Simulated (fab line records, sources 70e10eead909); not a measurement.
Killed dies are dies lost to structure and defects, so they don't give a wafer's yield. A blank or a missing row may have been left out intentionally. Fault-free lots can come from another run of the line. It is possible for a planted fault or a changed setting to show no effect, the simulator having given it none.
fab line records	flow nand_harc
[record] lots = 6	wafers = 18	last_day = 34
route steps=1302 shown P_GATE@117 END@1302
lots untouched by any fault: they come from a run of this same line in which no faults occurred
start_h: hours from the record's opening day to when the first of the lot's shown wafers began	wait_h: hours elapsed since this lot's preceding step	" repeats the value in the row above	L1.1+2: one row covering several wafers at once	- no value, or no start given	* or withheld: withheld	< > ~ a bound
route shown NAME@n: NAME is a module with steps in the file, n the number in the route of the first one	usual: mean and standard deviation over wafers with no fault	same: alike in all rows	chamber/n: place in a boat	sites: per-site readings	_std_site: standard deviation of those values	_edge_site: the outer-site mean with the inner-site mean subtracted	radius_mm: for every site, how far away it sits from the centre of the wafer	mask NAME#n: copy n	behind: tool/chamber where the wafer was last shaped	hold: reason for holding the lot/hours on hold/outcome of the hold	device: names the non-switching transistor (n, p or np)	end of line: tests run on the same wafers once the route is complete	for a step that has no rows: nothing shown but its recipe	killed: at the first sort, the dies lost to defects and structure; wafer yield is something else	map: a wafer's dies, x killed, . not, _ none there
set.NAME: setting as actually run; set.NAME@STEP: the setting as run at that earlier step	model.NAME: the simulator's own value behind a step, which no gauge read
lots seen at some steps along the route; tables by step, rows by wafer
services: the hour from which a tool's chamber was out of use, counted from the record's first day as start_h (under 0 if before that day), plus the number of hours and why
[[steps]]
[step NHARC_P_GATE_SOFTBAKE_06]
[recipe] temp_c = 122	time_s = 95
[step NHARC_P_GATE_EBR_07]
[step NHARC_P_GATE_EXPOSE_08]
[recipe] na = 0.6	dose_mj = 16.75	mask_id = P_HV
[step NHARC_P_GATE_PEB_09]
[recipe] peb_temp_c = 118	peb_time_s = 85
[step NHARC_P_GATE_DEVELOP_10]
[recipe] time_s = 70
[step NHARC_P_GATE_CD_MEAS_11]
[recipe] target_cd_nm = 1640	landing_energy_ev = 500
[usual] cd_nm = 1639.8/1.4
lot.wafer	tool	chamber	start_h	wait_h	cd_nm
L609.1	cd_sem-03	0	92.66	-	1640.4
L609.4	"	0	"	"	1638.7
L609.6	"	0	"	"	1639.3
L619.1	cd_sem-03	0	193.88	-	1640.6
L619.4	"	0	"	"	1640.1
L619.6	"	0	"	"	1638.7
L620.1	cd_sem-03	0	201.92	-	1637.4
L620.4	"	0	"	"	1638.6
L620.5	"	0	"	"	1639.7
L627.1	cd_sem-03	0	271.25	-	1639.3
L627.5	"	0	"	"	1640.8
L627.6	"	0	"	"	1638.7
L629.3	cd_sem-01	0	292.65	-	1636.5
L629.4	"	0	"	"	1639.6
L629.6	"	0	"	"	1638.7
L630.2	cd_sem-02	0	303.77	-	1639.6
L630.5	"	0	"	"	1641.5
L630.6	"	0	"	"	1638.7
[step NHARC_P_GATE_HARDBAKE_12]
[recipe] temp_c = 125	time_s = 80
[step NHARC_P_GATE_DESCUM_13]
[recipe] time_s = 3	o2_flow_sccm = 200	ar_flow_sccm = 0	bias_power_w = 0	chemistry = O2
[step NHARC_P_GATE_ETCH_14]
[recipe] target_depth_a = 488	chemistry = dHF	material = SiO2
[step NHARC_P_GATE_STRIP_15]
[recipe] time_s = 780	temp_c = 130	chemistry = SPM
[step NHARC_P_GATE_PRECLEAN_71]
[recipe] time_s = *	temp_c = 50	bath_age_min = 0	chemistry = SC1
[step NHARC_P_GATE_SRD_72]
[step NHARC_P_GATE_OXIDE_16]
[recipe] target_thk_a = 30	temp_c = 875	ox_time_s = 392	material = SiO2
[usual] spike_tc_upper_C = 874.2/1.1
lot.wafer	tool	chamber	start_h	wait_h	spike_tc_upper_C
L609.1	furnace-08	0	97.69	-	873.6
L609.4	"	0	"	"	875.5
L609.6	"	0	"	"	873.4
L619.1	furnace-08	0	197.64	-	873.3
L619.4	"	0	"	"	874.7
L619.6	"	0	"	"	875.9
L620.1	furnace-08	0	205.69	-	872.6
L620.4	"	0	"	"	873.4
L620.5	"	0	"	"	875.0
L627.1	furnace-06	0	276.70	-	874.8
L627.5	"	0	"	"	874.9
L627.6	"	0	"	"	873.2
L629.3	furnace-01	0	294.95	-	874.4
L629.4	"	0	"	"	874.7
L629.6	"	0	"	"	874.1
L630.2	furnace-08	0	307.55	-	873.1
L630.5	"	0	"	"	872.9
L630.6	"	0	"	"	874.0
[step NHARC_P_GATE_CVD_17]
[recipe] target_thk_a = 1500	temp_c = 620	time_s = 900	material = poly-Si
[step NHARC_P_GATE_HM_DEP_102]
[recipe] target_thk_a = 1200	temp_c = 400	material = aC
[step NHARC_P_GATE_DEP_103]
[recipe] target_thk_a = 300	target_thk_nm = 30	temp_c = 400	flow_sccm = 200	rf_w = 350	material = SiON
[step NHARC_P_GATE_DEHYDRATE_18]
[recipe] temp_c = 150	time_s = 120
[step NHARC_P_GATE_HMDS_19]
[recipe] time_s = 30
[step NHARC_P_GATE_COAT_20]
[recipe] spin_rpm = 1500	resist_thk_nm = 90
[step NHARC_P_GATE_SOFTBAKE_21]
[recipe] temp_c = 105	time_s = 55
[step NHARC_P_GATE_EBR_22]
[step NHARC_P_GATE_EXPOSE_23]
[recipe] na = 1.35	target_cd_nm = 120	dose_mj = 93.91	mask_id = P_GATE
[step NHARC_P_GATE_PEB_24]
[recipe] peb_temp_c = 100	peb_time_s = 65
[step NHARC_P_GATE_DEVELOP_25]
[recipe] develop_time_s = 35	dev_temp_c = 23
[step NHARC_P_GATE_CD_MEAS_26]
[recipe] target_cd_nm = 120	landing_energy_ev = 500
[usual] cd_nm = 120.3/0.58
lot.wafer	tool	chamber	start_h	wait_h	cd_nm
L609.1	cd_sem-03	0	107.81	-	120.7
L609.4	"	0	"	"	120.5
L609.6	"	0	"	"	119.5
L619.1	cd_sem-01	0	207.75	-	120.8
L619.4	"	0	"	"	120.7
L619.6	"	0	"	"	121.2
L620.1	cd_sem-03	0	215.78	-	120.4
L620.4	"	0	"	"	119.5
L620.5	"	0	"	"	119.8
L627.1	cd_sem-02	0	286.87	-	120.6
L627.5	"	0	"	"	119.9
L627.6	"	0	"	"	121.4
L629.3	cd_sem-01	0	305.08	-	119.8
L629.4	"	0	"	"	120.8
L629.6	"	0	"	"	121.4
L630.2	cd_sem-02	0	320.20	-	119.5
L630.5	"	0	"	"	120.6
L630.6	"	0	"	"	120.7
[step NHARC_P_GATE_OVL_MEAS_27]
[usual] overlay_x_nm = 0.1/0.82	overlay_y_nm = 0.3/0.81
lot.wafer	tool	chamber	start_h	wait_h	overlay_x_nm	overlay_y_nm
L609.1	overlay-01	-	107.90	-	0.7	1.0
L609.4	"	-	"	"	0.3	1.0
L609.6	"	-	"	"	0.6	0.8
L619.1	overlay-01	-	207.84	-	0.5	-0.1
L619.4	"	-	"	"	0.3	-0.3
L619.6	"	-	"	"	0.5	-0.9
L620.1	overlay-01	-	215.87	-	-1.5	1.6
L620.4	"	-	"	"	-1.3	0.7
L620.5	"	-	"	"	-1.2	1.0
L627.1	overlay-01	-	286.96	-	0.8	0.5
L627.5	"	-	"	"	0.6	0.8
L627.6	"	-	"	"	0.7	0.4
L629.3	overlay-02	-	305.16	-	1.1	0.8
L629.4	"	-	"	"	0.8	0.8
L629.6	"	-	"	"	0.9	1.0
L630.2	overlay-02	-	320.28	-	-0.1	-0.8
L630.5	"	-	"	"	0.0	0.0
L630.6	"	-	"	"	0.2	-0.7
[step NHARC_P_GATE_INSPECT_28]
[usual] raw_defect_count = 6/3.3
lot.wafer	tool	chamber	start_h	wait_h	raw_defect_count
L609.1	defect_inspect-01	-	107.93	0.0	4
L609.4	"	-	"	"	5
L609.6	"	-	"	"	5
L619.1	defect_inspect-01	-	207.88	0.0	968
L619.4	"	-	"	"	935
L619.6	"	-	"	"	943
L620.1	defect_inspect-02	-	215.90	0.0	894
L620.4	"	-	"	"	914
L620.5	"	-	"	"	881
L627.1	defect_inspect-02	-	286.99	0.0	9
L627.5	"	-	"	"	8
L627.6	"	-	"	"	2
L629.3	defect_inspect-01	-	305.20	0.0	12
L629.4	"	-	"	"	19
L629.6	"	-	"	"	16
L630.2	defect_inspect-02	-	320.32	0.0	3
L630.5	"	-	"	"	7
L630.6	"	-	"	"	8
[step NHARC_P_GATE_DESCUM_31]
[recipe] time_s = 3	o2_flow_sccm = 200	ar_flow_sccm = 0	bias_power_w = 0	chemistry = O2
[usual] drypump_motor_current_A = 5.5/0.34	oes_product_au = 1.006/0.0098	rf_vpp_V = 57.8/0.9	showerhead_plenum_p_Torr = 1.93/0.077	throttle_valve_pct = 11.312/0.0086
lot.wafer	tool	chamber	start_h	wait_h	drypump_motor_current_A	oes_product_au	rf_hours_counter_h	rf_vpp_V	showerhead_plenum_p_Torr	throttle_valve_pct
L609.1	rie_diel-08	0	107.99	0.1	5.5	1.009	4.3	57.3	1.79	11.324
L609.4	"	2	"	"	5.3	1.005	4.4	58.3	1.98	11.327
L609.6	"	0	"	"	5.5	1.002	-	56.9	1.79	11.304
L619.1	rie_diel-08	3	207.94	0.1	6.0	1.003	0.6	58.5	2.03	11.310
L619.4	"	0	"	"	5.5	1.006	0.6	57.4	1.79	11.306
L619.6	"	3	"	"	6.1	1.006	-	58.1	2.03	11.313
L620.1	rie_diel-01	0	215.98	0.1	5.0	1.002	0.5	57.5	1.97	11.316
L620.4	"	1	"	"	5.3	1.011	0.9	56.3	1.89	11.298
L620.5	"	3	"	"	5.6	1.006	-	57.0	1.89	11.313
L627.1	rie_diel-01	0	287.08	0.1	5.0	1.007	3.3	56.8	1.97	11.306
L627.6	"	1	"	"	5.3	1.000	-	58.9	1.89	11.308
L627.5	"	2	"	"	5.9	0.998	-	58.6	2.00	11.317
L629.4	rie_diel-08	0	305.27	0.1	5.5	0.996	6.9	57.9	1.79	11.312
L629.3	"	2	"	"	5.3	1.007	8.8	59.9	1.98	11.307
L629.6	"	0	"	"	5.5	1.006	-	57.1	1.79	11.303
L630.2	rie_diel-03	1	320.39	0.1	6.0	0.987	1.3	59.9	2.00	11.320
L630.5	"	3	"	"	5.7	0.996	-	58.1	1.89	11.314
L630.6	"	0	"	"	5.5	0.989	-	57.2	1.85	11.325
[step NHARC_P_GATE_ETCH_104]
[recipe] target_depth_a = 600	time_s = withheld	cf4_flow_sccm = 100	chf3_flow_sccm = 30	ar_flow_sccm = 0	rf_w = 500	bias_w = 200	chemistry = CF4/CHF3
[usual] drypump_motor_current_A = 5.5/0.35	oes_product_au = 0.952/0.022	rf_vpp_V = 371.1/2.2	showerhead_plenum_p_Torr = 1.59/0.06	throttle_valve_pct = 16.802/0.009
lot.wafer	tool	chamber	start_h	wait_h	drypump_motor_current_A	oes_product_au	rf_vpp_V	showerhead_plenum_p_Torr	throttle_valve_pct
L609.1	rie_diel-08	2	108.08	0.1	5.3	0.979	372.6	1.63	16.802
L609.4	"	3	"	"	6.0	0.995	373.9	1.67	16.810
L609.6	"	1	"	"	5.1	0.969	369.6	1.53	16.815
L619.1	rie_diel-08	3	208.02	0.1	6.1	0.962	372.2	1.67	16.811
L619.4	"	1	"	"	5.0	0.996	368.7	1.53	16.790
L619.6	"	3	"	"	6.1	0.962	372.6	1.67	16.802
L620.1	rie_diel-01	3	216.05	0.1	5.6	0.972	371.8	1.56	16.797
L620.4	"	1	"	"	5.3	0.980	370.4	1.55	16.793
L620.5	"	3	"	"	5.6	0.966	370.9	1.56	16.807
L627.1	rie_diel-01	2	287.14	0.1	5.9	0.927	374.0	1.65	16.784
L627.5	"	2	"	"	5.9	0.934	373.1	1.64	16.799
L627.6	"	3	"	"	5.6	0.941	370.1	1.56	16.812
L629.3	rie_diel-08	0	305.35	0.1	5.5	0.948	367.2	1.48	16.783
L629.4	"	2	"	"	5.3	0.951	371.7	1.63	16.791
L629.6	"	0	"	"	5.5	0.958	367.5	1.48	16.785
L630.2	rie_diel-03	2	320.46	0.1	6.0	0.979	373.9	1.69	16.823
L630.6	"	2	"	"	6.0	0.979	374.8	1.69	16.795
L630.5	"	3	"	"	5.6	0.956	369.8	1.56	16.805
[step NHARC_P_GATE_HM_OPEN_105]
[recipe] target_depth_a = 3600	o2_flow_sccm = 400	cos_flow_sccm = 20	ar_flow_sccm = 0	rf_w = 500	bias_w = 300	chemistry = O2/COS
[usual] drypump_motor_current_A = 5.5/0.34	oes_product_au = 1.004/0.0088	rf_vpp_V = 468.0/2.6	showerhead_plenum_p_Torr = 3.16/0.12	throttle_valve_pct = 28.330/0.0092
lot.wafer	tool	chamber	start_h	wait_h	drypump_motor_current_A	oes_product_au	rf_hours_counter_h	rf_vpp_V	showerhead_plenum_p_Torr	throttle_valve_pct
L609.1	rie_diel-08	1	-	-	5.1	1.018	4.7	465.9	3.04	28.320
L609.4	"	2	"	"	5.3	0.999	4.4	469.3	3.23	28.322
L609.6	"	0	"	"	5.5	1.014	-	463.4	2.94	28.321
L619.1	rie_diel-08	2	-	-	5.4	0.999	1.2	469.0	3.23	28.348
L619.4	"	1	"	"	5.1	1.006	1.2	465.7	3.04	28.332
L619.6	"	3	"	"	6.0	1.004	-	469.7	3.30	28.318
L620.4	rie_diel-01	2	-	-	5.8	1.015	1.0	469.7	3.26	28.315
L620.1	"	3	"	"	5.6	1.011	0.5	466.4	3.09	28.337
L620.5	"	2	"	"	5.9	1.005	-	470.0	3.26	28.330
L627.1	rie_diel-01	3	-	-	5.6	0.990	3.6	466.1	3.09	28.326
L627.5	"	1	"	"	5.3	0.994	-	467.4	3.08	28.332
L627.6	"	2	"	"	5.9	0.997	-	469.8	3.26	28.331
L629.3	rie_diel-08	0	-	-	5.5	1.008	7.0	461.9	2.93	28.341
L629.4	"	2	"	"	5.3	1.009	8.9	469.5	3.22	28.340
L629.6	"	0	"	"	5.6	1.003	-	464.9	2.93	28.329
L630.2	rie_diel-03	1	-	-	6.0	0.998	1.3	468.3	3.26	28.327
L630.6	"	0	"	"	5.5	0.997	-	466.1	3.03	28.323
L630.5	"	1	"	"	6.0	0.987	-	470.0	3.26	28.317
[step NHARC_P_GATE_STRIP_106]
[recipe] o2_flow_sccm = 400	cos_flow_sccm = 20	ar_flow_sccm = 0	bias_w = 0	chemistry = O2/COS
[step NHARC_P_GATE_ETCH_114]
[recipe] target_depth_a = 300	overetch_a = 30	time_s = 16.5	ion_energy_ev = 100	cf4_flow_sccm = 80	o2_flow_sccm = 20	ar_flow_sccm = 0	rf_w = 300	bias_w = 100	chemistry = CF4/O2
[step NHARC_P_GATE_ETCH_32]
[recipe] target_depth_a = 1500	over_etch_frac = 1	over_etch_ion_energy_ev = 40	time_s = 100.1	hbr_flow_sccm = 150	cl2_flow_sccm = 50	rf_w = 400	icp_w = 400	bias_w = 100	chemistry = HBr/Cl2
[step NHARC_P_GATE_STRIP_108]
[recipe] o2_flow_sccm = 500	ar_flow_sccm = 0	bias_w = 0	chemistry = O2
[step NHARC_P_GATE_CD_MEAS_33]
[usual] cd_nm = 121.2/2.9
lot.wafer	tool	chamber	start_h	wait_h	cd_nm
L609.1	cd_sem-03	-	108.79	-	124.9
L609.4	"	-	"	"	121.3
L609.6	"	-	"	"	119.2
L619.1	cd_sem-01	-	208.73	-	120.4
L619.4	"	-	"	"	123.9
L619.6	"	-	"	"	124.6
L620.1	cd_sem-01	-	216.76	-	120.8
L620.4	"	-	"	"	122.4
L620.5	"	-	"	"	125.5
L627.1	cd_sem-03	-	287.85	-	119.2
L627.5	"	-	"	"	120.1
L627.6	"	-	"	"	124.7
L629.3	cd_sem-01	-	306.06	-	119.1
L629.4	"	-	"	"	119.5
L629.6	"	-	"	"	123.2
L630.2	cd_sem-03	-	321.18	-	117.7
L630.5	"	-	"	"	118.9
L630.6	"	-	"	"	121.4
[step NHARC_P_GATE_STRIP_35]
[recipe] time_s = 600	temp_c = 130	chemistry = SPM
[step NHARC_P_GATE_PRECLEAN_73]
[recipe] time_s = *	temp_c = 50	bath_age_min = 0	chemistry = SC1
[step NHARC_P_GATE_SRD_74]
[step NHARC_P_GATE_ALD_36]
[recipe] target_thk_a = 200	pulse_time_s = 60	ald_cycles = 223	temp_c = 400	material = SiNx
[step NHARC_P_GATE_ETCHBACK_37]
[recipe] target_depth_a = 345	time_s = 17.2	chf3_flow_sccm = 50	o2_flow_sccm = 10	ar_flow_sccm = 200	rf_w = 500	bias_w = 200	chemistry = CHF3/O2
[usual] drypump_motor_current_A = 5.6/0.34	oes_product_au = 0.945/0.025	rf_vpp_V = 371.1/2.1	showerhead_plenum_p_Torr = 2.43/0.096	throttle_valve_pct = 20.571/0.0083
lot.wafer	tool	chamber	start_h	wait_h	drypump_motor_current_A	oes_product_au	rf_hours_counter_h	rf_vpp_V	showerhead_plenum_p_Torr	throttle_valve_pct
L609.4	rie_diel-01	2	-	-	5.8	1.006	2.6	372.3	2.51	20.567
L609.1	"	3	"	"	5.6	0.988	3.8	370.2	2.38	20.570
L609.6	"	1	"	"	5.3	0.983	-	370.2	2.37	20.581
L619.1	rie_diel-08	0	-	-	5.5	0.953	1.3	369.8	2.26	20.564
L619.4	"	2	"	"	5.3	0.945	2.3	372.1	2.48	20.572
L619.6	"	0	"	"	5.5	0.958	-	367.8	2.26	20.567
L620.4	rie_diel-01	0	-	-	5.0	0.963	0.8	374.0	2.46	20.584
L620.1	"	1	"	"	5.3	0.951	1.2	370.7	2.37	20.565
L620.5	"	0	"	"	5.0	0.957	-	371.4	2.46	20.574
L627.1	rie_diel-01	3	-	-	5.6	0.940	4.3	369.4	2.38	20.571
L627.6	"	2	"	"	5.8	0.940	-	372.4	2.51	20.568
L627.5	"	3	"	"	5.6	0.941	-	370.5	2.38	20.570
L629.4	rie_diel-08	3	-	-	6.1	0.934	7.3	373.5	2.54	20.567
L629.3	"	1	"	"	5.1	0.936	10.3	370.0	2.33	20.560
L629.6	"	0	"	"	5.5	0.940	-	367.1	2.25	20.568
L630.2	rie_diel-03	1	-	-	5.9	0.937	1.3	372.7	2.51	20.572
L630.5	"	1	"	"	6.0	0.926	-	374.3	2.51	20.573
L630.6	"	2	"	"	6.0	0.941	-	373.9	2.58	20.565
[step NHARC_P_GATE_STRIP_101]
[recipe] time_s = 20	o2_flow_sccm = 500	ar_flow_sccm = 0	bias_w = 0	chemistry = O2
[usual] drypump_motor_current_A = 5.6/0.34	oes_product_au = 1.003/0.0089	rf_vpp_V = 58.0/0.97	showerhead_plenum_p_Torr = 3.57/0.14	throttle_valve_pct = 17.036/0.01
lot.wafer	tool	chamber	start_h	wait_h	drypump_motor_current_A	oes_product_au	rf_hours_counter_h	rf_vpp_V	showerhead_plenum_p_Torr	throttle_valve_pct
L609.1	rie_diel-01	3	118.88	0.1	5.6	0.996	3.8	57.7	3.50	17.041
L609.4	"	0	"	"	5.0	1.015	3.5	59.0	3.62	17.024
L609.6	"	2	"	"	5.8	1.010	-	56.9	3.69	17.025
L619.1	rie_diel-08	0	218.81	0.1	5.5	1.014	1.3	57.4	3.32	17.034
L619.4	"	1	"	"	5.1	1.007	2.3	58.9	3.43	17.041
L619.6	"	1	"	"	5.1	1.009	-	56.2	3.43	17.043
L620.1	rie_diel-01	0	226.85	0.1	5.0	1.005	0.8	59.1	3.62	17.043
L620.4	"	3	"	"	5.6	1.012	0.9	56.7	3.50	17.037
L620.5	"	1	"	"	5.3	1.002	-	57.0	3.49	17.029
L627.1	rie_diel-01	1	298.19	0.4	5.3	1.009	4.2	58.6	3.48	17.030
L627.6	"	3	"	"	5.6	0.997	-	57.3	3.49	17.021
L627.5	"	0	"	"	5.0	1.013	-	59.3	3.62	17.067
L629.3	rie_diel-08	2	316.04	0.1	5.3	1.014	10.1	58.3	3.64	17.029
L629.4	"	3	"	"	6.0	1.004	7.3	57.5	3.73	17.043
L629.6	"	2	"	"	5.3	1.018	-	58.6	3.64	17.043
L630.2	rie_diel-03	2	331.24	0.1	6.0	0.994	1.7	59.3	3.78	17.029
L630.6	"	0	"	"	5.5	0.987	-	56.8	3.42	17.044
L630.5	"	1	"	"	5.9	0.992	-	58.6	3.68	17.032
[step NHARC_P_GATE_PRECLEAN_97]
[recipe] time_s = 600	temp_c = 120	chemistry = SPM
[step NHARC_P_GATE_INSPECT_68]
[usual] raw_defect_count = 195/93
lot.wafer	tool	chamber	start_h	wait_h	raw_defect_count
L609.1	defect_inspect-02	-	126.29	0.2	242
L609.4	"	-	"	"	113
L609.6	"	-	"	"	84
L619.1	defect_inspect-01	-	226.25	0.2	1221
L619.4	"	-	"	"	1085
L619.6	"	-	"	"	1158
L620.1	defect_inspect-02	-	237.37	0.2	1072
L620.4	"	-	"	"	1034
L620.5	"	-	"	"	995
L627.1	defect_inspect-01	-	305.54	0.2	212
L627.5	"	-	"	"	117
L627.6	"	-	"	"	144
L629.3	defect_inspect-01	-	323.38	0.1	164
L629.4	"	-	"	"	254
L629.6	"	-	"	"	165
L630.2	defect_inspect-02	-	338.66	0.1	245
L630.5	"	-	"	"	157
L630.6	"	-	"	"	136
[step NHARC_END_SORT_01]
[recipe] temp_c = 25
[usual] killed_at_array = 52/17	killed_at_other = 0.9/1.2	killed_at_periphery = 3.9/2.7	killed_dies = 57/16	killed_open = 3.3/1.9	killed_short = 2.5/1.5
[same] gross_dies = 677
lot.wafer	tool	chamber	start_h	wait_h	killed_at_array	killed_at_other	killed_at_periphery	killed_dies	killed_open	killed_short
L619.1	prober-01	0	669.75	2.5	49	0	483	532	3	3
L619.4	prober-01	0	672.13	3.4	30	0	489	519	2	2
L619.6	prober-01	0	673.72	4.0	39	0	480	519	0	2
L620.1	prober-02	0	677.50	2.4	21	2	484	507	1	1
L620.4	prober-02	0	679.89	3.4	24	1	478	503	1	1
L620.5	prober-02	0	680.68	3.7	24	0	471	495	1	1
// killed by level:class
L619.1 P_GATE:unspecified=479 A_CHANNEL_HOLE_D1:chamber_film_flake=29 A_CHANNEL_HOLE_D2:chamber_film_flake=11 A_CHANNEL_FILL_D1:geometric_particle:short=2 A_STAIRCASE:chamber_film_flake=2 A_M1:chamber_film_flake=2 P_CONTACT:geometric_particle:short=1 A_CHANNEL_FILL_D2:geometric_particle:open=1
L619.4 P_GATE:unspecified=488 A_CHANNEL_HOLE_D1:chamber_film_flake=15 A_CHANNEL_HOLE_D2:chamber_film_flake=5 A_ONON_D2:geometric_particle:open=2 A_CONTACT:chamber_film_flake=2 A_M1:chamber_film_flake=2 A_CHANNEL_FILL_D1:geometric_particle:short=1 A_CHANNEL_FILL_D2:geometric_particle:short=1
L619.6 P_GATE:unspecified=479 A_CHANNEL_HOLE_D1:chamber_film_flake=23 A_CHANNEL_HOLE_D2:chamber_film_flake=10 A_CHANNEL_FILL_D2:chamber_film_flake=2 A_CHANNEL_FILL_D1:geometric_particle:short=1 A_WL_FILL:geometric_particle:short=1 P_ZERO_WELL:chamber_film_flake=1 A_STAIRCASE:chamber_film_flake=1
L620.1 P_GATE:unspecified=479 A_SLIT:chamber_film_flake=16 P_GATE:chamber_film_flake=3 THIN_TSV:chamber_film_flake=2 A_STAIRCASE:chamber_film_flake=2 P_M1:geometric_particle:short=1 A_ONON_D2:geometric_particle:open=1 A_CHANNEL_HOLE_D1:chamber_film_flake=1
L620.4 P_GATE:unspecified=472 A_SLIT:chamber_film_flake=16 P_CONTACT:chamber_film_flake=3 A_CHANNEL_HOLE_D1:chamber_film_flake=2 A_WL_FILL:chamber_film_flake=2 P_GATE:chamber_film_flake=2 A_CHANNEL_FILL_D1:geometric_particle:short=1 A_CONTACT:geometric_particle:open=1
L620.5 P_GATE:unspecified=462 A_SLIT:chamber_film_flake=18 P_CONTACT:chamber_film_flake=7 A_CHANNEL_HOLE_D1:chamber_film_flake=3 P_GATE:chamber_film_flake=2 A_ONON_D1:geometric_particle:short=1 A_M0:geometric_particle:open=1 A_ZERO_WELL:chamber_film_flake=1
// map L619.1 (x killed, . not)
____________x____________
_________xxxxxxx_________
_______.x.x.xx.xxx_______
______..xxxxxxxxxxx______
_____xx.xxxxxxxx.xxx_____
____x.xxxxxx.xxxxx.xx____
____x...xx.x.xx.xx.xx____
___xxxxxxx.x.xxxx.xxxx___
___xxx..xxxxxx.xxx.xxx___
__...xxx.x.x.xx.xxxxxxx__
__x.xxxxxx.xx.xxxx..xx.__
_xxxxxx.xxxxx.xx..xx..xx_
_xxxx..x.xx..xxx.xxxxxx._
_xx.xxx.xx.x.xxxxx.x.x.._
_xxx..xxxxxxxx.xxxxxxxxx_
_xxxxx.xxxxx.xxxxxxxxxxx_
xxxxxxx.xx..xxxxxxxxxxx.x
xxxxxx..xx.xxxxx.x.xx..xx
xxxxx..xxxxx..xx.x.x...xx
xxxx.xxxx.xxx..xxxx.xx.xx
xxxx..xxxx.xxxxxxxxxxxxxx
_xxxxxxxxx.x.xxxxxxxx.xx_
_xxx.x.xxxx.x.xxxxx.xxxx_
_xxxxxxx.x..x.xxxxxx.xxx_
_.xx.xx.xxxxxxxxxxxxxxxx_
_xxxx.x.x.xxxxx.xxxx.xxx_
__x..x.xxx..x.xxxxx.xxx__
__xxxxxxxxxxxxxxxxxxxxx__
___xxxxxxxxx.xxxx.xxxx___
___xxxxxxx.xxxxxx.xxxx___
____xx.xxxxxx.xxxxxxx____
____x..xxxx.xxxx..xxx____
_____..xx.xxxxxxxxxx_____
______xx...xx.xx.xx______
_______xxxxxx.xx.x_______
_________x..xxx._________
____________x____________
// map L620.1 (x killed, . not)
____________.____________
_________xxxxxxx_________
_______xx.x.x.xxxx_______
______.xx.xxx.x..xx______
_____...x.xxxx.xxxxx_____
____.xxxxxxxx...xxxxx____
____xxxxxxx.x...xx.x.____
___xxx..x..xxxx.xxxxxx___
___x.xx.xx....xxx.xxxx___
__xxx.xx...xxxxxx.xxx.x__
__xxxxxxxx.xxxx.xxxx.xx__
_xxx.xxx.xx.xx.xxxxxxx.._
_.x.x.xx.xxxxx...xxxxx.x_
_x..xxx..x.x....xxx.xxx._
_xxxx..xxxxxx.xxxxxxx..x_
_xxxx.xxxxxx.xxxxx..xxxx_
xxx.xx.xxxx.xx.xxx.x.xxx.
.xxxxx.xxxxxxxxx.xxxxxx.x
xxx.xx.xxxx.xx.xxxx.xxxxx
xxxx.xxxxxx.x.xxx.xxxxxxx
xxxx.xx..x.xxx.xxxxxxxxxx
_xxxxxx..xxxx.xxxx.x.xxx_
_xxxxxxxxx...xxxx..x.xx._
_xxxxxxxxxx.xxx..xxxxxxx_
_xxxxxxxxxxx.xx.xxxxxx.._
_xxxxx.x.xxxx.xx..xxxx.x_
__xx.xxxxxxxxx..x.xxxx.__
__xxxxx.x.xxxxxxxx...xx__
___xxxxx.x.xx.x.xx.x.x___
___xxxxxxxx.xxx.xxxxxx___
____.xx.xxxxxxx.x.xx.____
____xxxx.xxx.xx....xx____
_____x.x.x.x.xxxxxxx_____
______xxxxx.xx..xxx______
_______x.xx.x.xxx._______
_________xxxxxx._________
____________x____________
[[services]]
tool	chamber	start_h	hours	kind
rie_diel-03	3	81.90	1.7	repair
rie_diel-01	0	89.40	4.2	repair
rie_diel-08	0	96.30	-	clean
rie_diel-08	1	96.30	-	clean
rie_diel-03	-	104.30	9.0	pm
rie_diel-01	3	124.37	6.5	repair
rie_diel-01	0	131.77	10.1	repair
rie_diel-01	-	138.17	1.8	repair
rie_diel-03	0	152.75	22.0	repair
furnace-08	-	160.56	18.5	repair
rie_diel-08	1	178.56	8.2	repair
rie_diel-01	-	183.56	0.4	repair
rie_diel-08	-	190.80	9.0	pm
rie_diel-01	-	203.81	9.0	pm
furnace-01	-	209.20	26.0	pm
rie_diel-03	0	236.58	10.8	repair
rie_diel-08	-	244.33	0.6	repair
rie_diel-08	2	248.18	3.2	repair
rie_diel-08	3	266.12	7.6	repair
rie_diel-03	1	269.49	1.3	repair
rie_diel-03	0	281.09	10.8	repair
rie_diel-03	-	281.30	9.0	pm
rie_diel-08	0	295.68	2.3	repair
rie_diel-08	-	295.75	0.6	repair
[[key]]
[first_sign] step = NHARC_P_GATE_INSPECT_28	reading = raw_defect_count	direction = up	sigmas = 99+	usual = 6	struck = 922
[effect] step = NHARC_P_GATE_INSPECT_68	reading = raw_defect_count	direction = up	sigmas = 9.7	usual = 195	struck = 1094
[effect] step = NHARC_END_SORT_01	reading = killed_at_periphery	direction = up	sigmas = 99+	usual = 3.9	struck = 480.8
[more_kills_born_at] NHARC_P_GATE_OXIDE_16@furnace-08 = 2859
met_at NHARC_P_GATE_OXIDE_16
struck_wafers L619.1,L619.4,L619.6,L620.1,L620.4,L620.5
tester_left_out L619,L620
onset_between 97.69 197.64
[fault] kind = chamber_particle_source	tool = furnace-08	chamber = -	onset_h = 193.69	steps = NHARC_P_GATE_OXIDE_16	rate_per_visit_cm2 = 1.404	end_h = 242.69
// tester_left_out: of these lots the tester's yield and bins aren't shown, on N5 and GAA mostly nor the transistor test; their killed dies are dies lost to structure and defects alone, not to doping, threshold or leakage, so they don't give the yield
